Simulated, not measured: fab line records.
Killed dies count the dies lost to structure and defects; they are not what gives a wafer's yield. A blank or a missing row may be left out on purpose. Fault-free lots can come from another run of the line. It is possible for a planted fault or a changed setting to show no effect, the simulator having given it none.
fab line records + flow n5-finfet + part 2 of 2: steps 21 to 26 of 26
[record]
- lots = 5
- wafers = 15
- last-day = 15
route steps=1938 shown BEOL_M9@1419
lots untouched by any fault: they come from a run of this same line in which no faults occurred
start-h: start of the lot's first displayed wafer, in hours after the record's first day + wait-h: how many hours have passed since the lot's step before this one + " identical to the entry in the row above + L1.1+2: a row that stands for several wafers + - no value, or no start was given + * or withheld: withheld + < > ~ a bound
route shown NAME@n: a module of which the file shows steps, and the number in the route of the first + usual: mean and standard deviation over wafers with no fault + same: alike in all rows + chamber/n: place in a boat + sites: readings site by site + _std_site: their standard deviation + _edge_site: outer sites' mean less inner sites' + radius-mm: for every site, how far away it sits from the centre of the wafer + mask NAME#n: copy n + behind: the last tool/chamber to shape the wafer + hold: why the lot was held/for how many hours/how that ended + device: the transistor (n, p or np) that didn't switch + end of line: at the end of the route, the tests of the same wafers + a step without rows: its recipe alone + killed: at the first sort, the dies lost to defects and structure; wafer yield is something else + map: a wafer's dies, marking killed ones x, the rest . and places with no die _
set.NAME: the setting the step ran with; set.NAME@STEP: the setting that earlier step ran with + model.NAME: the simulator's own value behind a step, which no gauge read
certain route steps with their lots: each step a table, each wafer a row
services: the hour from which a tool's chamber was out of use, counted from the record's first day as start-h (under 0 if before that day), plus the number of hours and why
[[steps]]
[step N5_BEOL_M9_ETCH_65]
[recipe]
- chemistry = CF4
- target = SiARC
- target-depth-a = 156
- mask-material = CAR-EUV
- time-s = 26
- ion-energy-ev = 80
- pressure-mtorr = 40
- source-w = 545
- bias-w = 36
- Ar_flow_sccm = 100
- cf4-flow-sccm = 100
- ends = cleared
[usual]
- drypump-motor-current-A = 5.6/0.31
- etch-rf-on-time-s = 26.1/0.61
- oes-product-au = 0.68/0.077
- rf-vpp-V = 184.3/1.1
- showerhead-plenum-p-Torr = 2.16/0.046
- throttle-valve-pct = 15.58/0.17
| lot.wafer | tool        | chamber | start-h | wait-h | drypump-motor-current-A | etch-rf-on-time-s | oes-product-au | rf-hours-counter-h | rf-vpp-V | showerhead-plenum-p-Torr | throttle-valve-pct |
|-----------|-------------|---------|---------|--------|-------------------------|-------------------|----------------|--------------------|----------|--------------------------|--------------------|
| L074.1    | rie-diel-06 | 3       | 217.78  | 0.0    | 5.3                     | 25.0              | 0.72           | 90                 | 184.3    | 2.08                     | 15.57              |
| L074.5    | "           | 2       | "       | "      | 5.6                     | 26.5              | 0.60           | -                  | 183.2    | 2.12                     | 15.81              |
| L074.6    | "           | 3       | "       | "      | 5.3                     | 25.2              | 0.71           | -                  | 182.7    | 2.08                     | 15.57              |
| L081.1    | rie-diel-01 | 2       | 254.81  | 0.0    | 5.3                     | 25.9              | 0.57           | 256                | 184.4    | 2.11                     | 15.70              |
| L081.2    | "           | 0       | "       | "      | 6.1                     | 26.4              | 0.73           | 40                 | 185.5    | 2.18                     | 15.55              |
| L081.4    | "           | 2       | "       | "      | 5.3                     | 26.2              | 0.56           | -                  | 184.5    | 2.11                     | 15.68              |
| L082.4    | rie-diel-06 | 3       | 265.33  | 0.0    | 5.3                     | 24.8              | 0.70           | 105                | 183.6    | 2.08                     | 15.61              |
| L082.5    | "           | 0       | "       | "      | 5.8                     | 26.9              | 0.60           | -                  | 183.4    | 2.21                     | 15.73              |
| L082.6    | "           | 3       | "       | "      | 5.3                     | 25.0              | 0.70           | -                  | 181.1    | 2.08                     | 15.60              |
| L085.1    | rie-diel-06 | 0       | 284.45  | 0.0    | 5.8                     | 27.0              | 0.59           | 205                | 184.5    | 2.21                     | 15.75              |
| L085.3    | "           | 1       | "       | "      | 5.3                     | 26.5              | 0.76           | 25                 | 183.1    | 2.20                     | 15.31              |
| L085.5    | "           | 0       | "       | "      | 5.8                     | 26.8              | 0.60           | -                  | 186.1    | 2.21                     | 15.72              |
| L090.4    | rie-diel-05 | 1       | 307.58  | 0.0    | 5.3                     | 25.3              | 0.67           | -                  | 184.4    | 2.14                     | 15.40              |
| L090.5    | "           | 0       | "       | "      | 6.1                     | 25.6              | 0.62           | -                  | 184.9    | 2.22                     | 15.61              |
| L090.6    | "           | 2       | "       | "      | 5.6                     | 25.7              | 0.69           | -                  | 183.8    | 2.16                     | 15.61              |
[step N5_BEOL_M9_ETCH_66]
[recipe]
- chemistry = N2/H2
- target = SOC
- target-depth-a = 800
- overetch-a = 160
- mask-material = SiARC
- temp-c = 40
- time-s = 120
- ion-energy-ev = 200
- pressure-mtorr = 30
- source-w = 840
- bias-w = 150
- n2-flow-sccm = 200
- h2-flow-sccm = 200
[usual]
- drypump-motor-current-A = 5.6/0.31
- oes-product-au = 0.61/0.066
- rf-vpp-V = 524.3/1.8
- showerhead-plenum-p-Torr = 2.57/0.055
- throttle-valve-pct = 17.85/0.22
| lot.wafer | tool        | chamber | start-h | wait-h | drypump-motor-current-A | oes-product-au | rf-hours-counter-h | rf-vpp-V | showerhead-plenum-p-Torr | throttle-valve-pct |
|-----------|-------------|---------|---------|--------|-------------------------|----------------|--------------------|----------|--------------------------|--------------------|
| L074.1    | rie-diel-06 | 3       | 217.81  | 0.0    | 5.3                     | 0.63           | 90                 | 521.4    | 2.48                     | 17.95              |
| L074.5    | "           | 2       | "       | "      | 5.6                     | 0.54           | -                  | 522.8    | 2.53                     | 17.96              |
| L074.6    | "           | 3       | "       | "      | 5.3                     | 0.62           | -                  | 521.3    | 2.48                     | 17.94              |
| L081.1    | rie-diel-01 | 2       | 254.83  | 0.0    | 5.3                     | 0.51           | 256                | 523.6    | 2.50                     | 17.86              |
| L081.2    | "           | 0       | "       | "      | 6.1                     | 0.65           | 40                 | 524.6    | 2.60                     | 17.98              |
| L081.4    | "           | 2       | "       | "      | 5.3                     | 0.50           | -                  | 522.9    | 2.50                     | 17.87              |
| L082.4    | rie-diel-06 | 3       | 265.36  | 0.0    | 5.3                     | 0.62           | 105                | 521.8    | 2.47                     | 17.99              |
| L082.5    | "           | 0       | "       | "      | 5.8                     | 0.54           | -                  | 526.1    | 2.63                     | 17.98              |
| L082.6    | "           | 3       | "       | "      | 5.3                     | 0.61           | -                  | 521.0    | 2.47                     | 17.99              |
| L085.1    | rie-diel-06 | 0       | 284.48  | 0.0    | 5.8                     | 0.55           | 205                | 525.7    | 2.63                     | 18.01              |
| L085.3    | "           | 1       | "       | "      | 5.3                     | 0.69           | 25                 | 526.4    | 2.59                     | 17.33              |
| L085.5    | "           | 0       | "       | "      | 5.9                     | 0.55           | -                  | 526.5    | 2.63                     | 18.00              |
| L090.4    | rie-diel-05 | 1       | 307.64  | 0.0    | 5.3                     | 0.60           | -                  | 524.2    | 2.57                     | 17.75              |
| L090.5    | "           | 0       | "       | "      | 6.0                     | 0.55           | -                  | 525.2    | 2.63                     | 17.82              |
| L090.6    | "           | 2       | "       | "      | 5.5                     | 0.62           | -                  | 525.2    | 2.58                     | 18.03              |
[step N5_BEOL_M9_STRIP_69]
[recipe]
- chemistry = N2/H2
- temp-c = 40
- n2-flow-sccm = 200
- h2-flow-sccm = 200
- rf-frequency-hz = 6e+07
| lot.wafer  | tool        | chamber | start-h | wait-h |
|------------|-------------|---------|---------|--------|
| L074.1+5+6 | rie-diel-06 | 3,2,3   | 217.89  | 0.0    |
| L081.1+2+4 | rie-diel-01 | 2,0,2   | 254.91  | 0.0    |
| L082.4+5+6 | rie-diel-06 | 3,0,3   | 265.44  | 0.0    |
| L085.1+3+5 | rie-diel-06 | 0,1,0   | 284.56  | 0.0    |
| L090.4+5+6 | rie-diel-05 | 1,0,2   | 307.68  | 0.0    |
[step N5_BEOL_M9_STRIP_77]
[recipe]
- chemistry = N2/H2
- temp-c = 40
- n2-flow-sccm = 200
- h2-flow-sccm = 200
- rf-frequency-hz = 6e+07
| lot.wafer  | tool        | chamber | start-h | wait-h |
|------------|-------------|---------|---------|--------|
| L074.1+5+6 | rie-diel-06 | 3,2,3   | 217.90  | 0.0    |
| L081.1+2+4 | rie-diel-01 | 2,0,2   | 254.92  | 0.0    |
| L082.4+5+6 | rie-diel-06 | 3,0,3   | 265.45  | 0.0    |
| L085.1+3+5 | rie-diel-06 | 0,1,0   | 284.57  | 0.0    |
| L090.4+5+6 | rie-diel-05 | 1,0,2   | 307.69  | 0.0    |
[step N5_BEOL_M9_VIA_ETCH_34]
[recipe]
- chemistry = C4F6/O2
- target = SiCOH_lowk
- target-depth-a = 1824
- mask-material = SOC
- taper-deg = 4
- time-s = 68.4
- ion-energy-ev = 250
- pressure-mtorr = 30
- source-w = 345
- bias-w = 185
- Ar_flow_sccm = 300
- C4F6_flow_sccm = 10
- O2_flow_sccm = 10
[usual]
- C4F6_flow_sccm = 10.00/0.032
- O2_flow_sccm = 10.000/0.029
- drypump-motor-current-A = 5.6/0.31
- oes-product-au = 0.79/0.09
- rf-vpp-V = 664/10
- showerhead-plenum-p-Torr = 2.86/0.06
- throttle-valve-pct = 20.85/0.17
| lot.wafer | tool        | chamber | start-h | wait-h | C4F6_flow_sccm | O2_flow_sccm | drypump-motor-current-A | oes-product-au | rf-hours-counter-h | rf-vpp-V | showerhead-plenum-p-Torr | throttle-valve-pct |
|-----------|-------------|---------|---------|--------|----------------|--------------|-------------------------|----------------|--------------------|----------|--------------------------|--------------------|
| L074.1    | rie-diel-06 | 3       | 217.91  | 0.0    | 10.02          | 9.998        | 5.3                     | 0.83           | 90                 | 656      | 2.76                     | 20.90              |
| L074.5    | "           | 2       | "       | "      | 9.99           | 10.020       | 5.6                     | 0.70           | -                  | 650      | 2.83                     | 21.07              |
| L074.6    | "           | 3       | "       | "      | 10.04          | 9.987        | 5.3                     | 0.83           | -                  | 654      | 2.76                     | 20.91              |
| L081.1    | rie-diel-01 | 2       | 254.93  | 0.0    | 9.93           | 10.011       | 5.3                     | 0.66           | 256                | 666      | 2.81                     | 20.90              |
| L081.2    | "           | 0       | "       | "      | 9.96           | 10.015       | 6.1                     | 0.85           | 40                 | 654      | 2.87                     | 20.74              |
| L081.4    | "           | 2       | "       | "      | 9.95           | 10.028       | 5.3                     | 0.66           | -                  | 664      | 2.81                     | 20.91              |
| L082.4    | rie-diel-06 | 3       | 265.46  | 0.0    | 9.98           | 9.995        | 5.3                     | 0.81           | 105                | 656      | 2.76                     | 20.92              |
| L082.5    | "           | 0       | "       | "      | 10.01          | 9.984        | 5.8                     | 0.70           | -                  | 661      | 2.94                     | 20.99              |
| L082.6    | "           | 3       | "       | "      | 10.00          | 9.970        | 5.3                     | 0.81           | -                  | 655      | 2.76                     | 20.94              |
| L085.1    | rie-diel-06 | 0       | 284.58  | 0.0    | 10.06          | 10.029       | 5.8                     | 0.70           | 205                | 662      | 2.93                     | 20.98              |
| L085.3    | "           | 1       | "       | "      | 10.01          | 9.982        | 5.3                     | 0.89           | 25                 | 658      | 2.92                     | 20.65              |
| L085.5    | "           | 0       | "       | "      | 10.03          | 9.980        | 5.8                     | 0.71           | -                  | 662      | 2.93                     | 21.01              |
| L090.4    | rie-diel-05 | 1       | 307.73  | 0.0    | 10.00          | 10.013       | 5.3                     | 0.78           | -                  | 681      | 2.83                     | 20.56              |
| L090.5    | "           | 0       | "       | "      | 9.97           | 9.967        | 6.0                     | 0.72           | -                  | 672      | 2.97                     | 20.95              |
| L090.6    | "           | 2       | "       | "      | 10.05          | 9.960        | 5.6                     | 0.80           | -                  | 680      | 2.88                     | 20.96              |
[step N5_BEOL_M9_STRIP_73]
[recipe]
- chemistry = C4F6/O2
- resist = SiARC
- rf-frequency-hz = 6e+07
| lot.wafer  | tool        | chamber | start-h | wait-h |
|------------|-------------|---------|---------|--------|
| L074.1+5+6 | rie-diel-06 | 3,2,3   | 217.97  | 0.0    |
| L081.1+2+4 | rie-diel-01 | 2,0,2   | 254.99  | 0.0    |
| L082.4+5+6 | rie-diel-06 | 3,0,3   | 265.51  | 0.0    |
| L085.1+3+5 | rie-diel-06 | 0,1,0   | 284.63  | 0.0    |
| L090.4+5+6 | rie-diel-05 | 1,0,2   | 307.76  | 0.0    |
[[services]]
| tool           | chamber | start-h | hours | kind                          |
|----------------|---------|---------|-------|-------------------------------|
| rie-diel-06    | 2       | 194.15  | 4.6   | repair                        |
| euv-scanner-02 | -       | 206.11  | 1.0   | pm                            |
| euv-scanner-01 | -       | 208.19  | 1.0   | pm                            |
| rie-metal-02   | -       | 210.46  | 2.8   | pm                            |
| euv-scanner-01 | -       | 223.43  | 5.8   | pm                            |
| rie-diel-01    | 1       | 239.29  | -     | clean                         |
| rie-diel-01    | 1       | 239.29  | -     | consumable-replace:focus-ring |
| rie-diel-01    | 1       | 239.29  | 17.8  | scheduled-down                |
| rie-diel-01    | 1       | 239.29  | 17.8  | vent-cycle                    |
| euv-scanner-02 | -       | 244.18  | 0.4   | repair                        |
| rie-diel-01    | 2       | 257.19  | -     | clean                         |
| rie-diel-01    | 2       | 257.19  | -     | consumable-replace:focus-ring |
| rie-diel-01    | 2       | 257.19  | 19.0  | scheduled-down                |
| euv-scanner-02 | -       | 262.26  | 1.0   | pm                            |
| euv-scanner-01 | -       | 264.34  | 1.0   | pm                            |
| euv-scanner-02 | -       | 266.88  | 0.2   | repair                        |
| euv-scanner-01 | -       | 273.54  | 4.6   | pm                            |
| rie-diel-06    | 0       | 274.36  | 3.1   | repair                        |
| rie-diel-06    | 3       | 294.02  | 4.3   | repair                        |
| rie-diel-05    | 3       | 300.48  | -     | clean                         |
| rie-diel-05    | 3       | 300.48  | -     | consumable-replace:focus-ring |
| rie-diel-05    | 3       | 300.48  | 12.2  | scheduled-down                |
| rie-diel-05    | 3       | 300.48  | 12.2  | vent-cycle                    |
| euv-scanner-01 | -       | 304.95  | 2.9   | repair                        |
